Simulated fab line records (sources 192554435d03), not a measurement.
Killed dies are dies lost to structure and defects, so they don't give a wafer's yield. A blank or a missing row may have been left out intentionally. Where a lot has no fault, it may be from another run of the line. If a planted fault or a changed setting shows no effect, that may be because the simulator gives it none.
Which tool did it? / flow n5Finfet / 12 lots, 36 wafers sampled, at 4 steps of a route of 1938

## WHAT THE GAUGES SHOWED, per wafer
N5_BEOL_M0_RS_MEAS_126: uses a four-point probe to measure.
lot=L075; measured=day 6 04:11; on=filmMetro-02; M0_RS (ohm/sq)=0.565 0.531 0.582
lot=L078; measured=day 6 22:52; on=filmMetro-01; M0_RS (ohm/sq)=0.531 0.546 0.531
lot=L079; measured=day 7 11:01; on=filmMetro-01; M0_RS (ohm/sq)=0.506 0.536 0.478
lot=L081; measured=day 7 22:38; on=filmMetro-02; M0_RS (ohm/sq)=0.575 0.552 0.545
lot=L083; measured=day 8 16:23; on=filmMetro-02; M0_RS (ohm/sq)=0.544 0.544 0.560
lot=L084; measured=day 8 19:49; on=filmMetro-01; M0_RS (ohm/sq)=0.553 0.495 0.517
lot=L088; measured=day 9 13:08; on=filmMetro-01; M0_RS (ohm/sq)=0.540 0.539 0.506
lot=L089; measured=day 10 03:41; on=filmMetro-01; M0_RS (ohm/sq)=0.521 0.532 0.521
lot=L091; measured=day 10 15:37; on=filmMetro-02; M0_RS (ohm/sq)=0.586 0.531 0.527
lot=L094; measured=day 11 03:15; on=filmMetro-02; M0_RS (ohm/sq)=0.582 0.543 0.562
lot=L096; measured=day 11 12:23; on=filmMetro-01; M0_RS (ohm/sq)=0.573 0.534 0.542
lot=L097; measured=day 11 21:41; on=filmMetro-02; M0_RS (ohm/sq)=0.517 0.570 0.548

## WHICH TOOL RAN EACH LOT (tool, then ch and the chambers of the sampled wafers, then the start)
lot=L075; N5_BEOL_M0_ETCH_109=rieDiel-06 ch 0,3, day 6 00:24; N5_BEOL_M0_DEGAS_112=pvdSputter-01, day 6 00:58; N5_BEOL_M0_ANNEAL_117=pvdSputter-01, day 6 02:08
lot=L078; N5_BEOL_M0_ETCH_109=rieDiel-06 ch 1,2,3, day 6 14:22; N5_BEOL_M0_DEGAS_112=pvdSputter-03, day 6 19:42; N5_BEOL_M0_ANNEAL_117=pvdSputter-03, day 6 20:59
lot=L079; N5_BEOL_M0_ETCH_109=rieDiel-04 ch 0,1,3, day 7 06:59; N5_BEOL_M0_DEGAS_112=pvdSputter-01, day 7 07:19; N5_BEOL_M0_ANNEAL_117=pvdSputter-01, day 7 09:41
lot=L081; N5_BEOL_M0_ETCH_109=rieDiel-04 ch 0,2,3, day 7 19:43; N5_BEOL_M0_DEGAS_112=pvdSputter-01, day 7 20:37; N5_BEOL_M0_ANNEAL_117=pvdSputter-01, day 7 21:14
lot=L083; N5_BEOL_M0_ETCH_109=rieDiel-06 ch 1,2,3, day 8 13:13; N5_BEOL_M0_DEGAS_112=pvdSputter-02, day 8 13:59; N5_BEOL_M0_ANNEAL_117=pvdSputter-03, day 8 14:47
lot=L084; N5_BEOL_M0_ETCH_109=rieDiel-04 ch 0,1,3, day 8 17:09; N5_BEOL_M0_DEGAS_112=pvdSputter-03, day 8 17:41; N5_BEOL_M0_ANNEAL_117=pvdSputter-03, day 8 18:29
lot=L088; N5_BEOL_M0_ETCH_109=rieDiel-04 ch 1,2,3, day 9 08:46; N5_BEOL_M0_DEGAS_112=pvdSputter-01, day 9 09:22; N5_BEOL_M0_ANNEAL_117=pvdSputter-03, day 9 11:46
lot=L089; N5_BEOL_M0_ETCH_109=rieDiel-05 ch 1,2,3, day 9 23:10; N5_BEOL_M0_DEGAS_112=pvdSputter-01, day 9 23:59; N5_BEOL_M0_ANNEAL_117=pvdSputter-02, day 10 02:20
lot=L091; N5_BEOL_M0_ETCH_109=rieDiel-05 ch 0,1,2, day 10 12:31; N5_BEOL_M0_DEGAS_112=pvdSputter-01, day 10 13:05; N5_BEOL_M0_ANNEAL_117=pvdSputter-01, day 10 14:07
lot=L094; N5_BEOL_M0_ETCH_109=rieDiel-05 ch 0,1, day 10 23:23; N5_BEOL_M0_DEGAS_112=pvdSputter-01, day 11 01:18; N5_BEOL_M0_ANNEAL_117=pvdSputter-02, day 11 01:55
lot=L096; N5_BEOL_M0_ETCH_109=rieDiel-05 ch 0,1, day 11 09:17; N5_BEOL_M0_DEGAS_112=pvdSputter-01, day 11 09:34; N5_BEOL_M0_ANNEAL_117=pvdSputter-02, day 11 10:28
lot=L097; N5_BEOL_M0_ETCH_109=rieDiel-05 ch 0,2, day 11 18:10; N5_BEOL_M0_DEGAS_112=pvdSputter-03, day 11 19:24; N5_BEOL_M0_ANNEAL_117=pvdSputter-03, day 11 20:18
- N5_BEOL_M0_ETCH_109: etches SiCN in CH3F/O2, target depth 8 nm, overetch 2.4 nm, time 27.4 s.
- N5_BEOL_M0_DEGAS_112: time 60 s.
- N5_BEOL_M0_ANNEAL_117: time 60 s.

## THE ANSWER, worked out from the rows above alone
Rule: the usual values come from the lots themselves. The widest of any qualifying gaps counts: lots, ordered by their means at a reading, are off when they make up no more than a third of the lots, leave a main group of 4 or more, and stand apart from it by 3 or more times the standard deviation of that group's means. Not used: any main group whose means are identical at the precision the tables above print for the reading. A lot without any number at a reading at which 4 lots or more have one is off too. Any other lot the step has rows for is counted as sound.
None of the lots is off at any reading shown; this tells nothing.

## WHAT HAD BEEN PUT IN BY THE SIMULATOR
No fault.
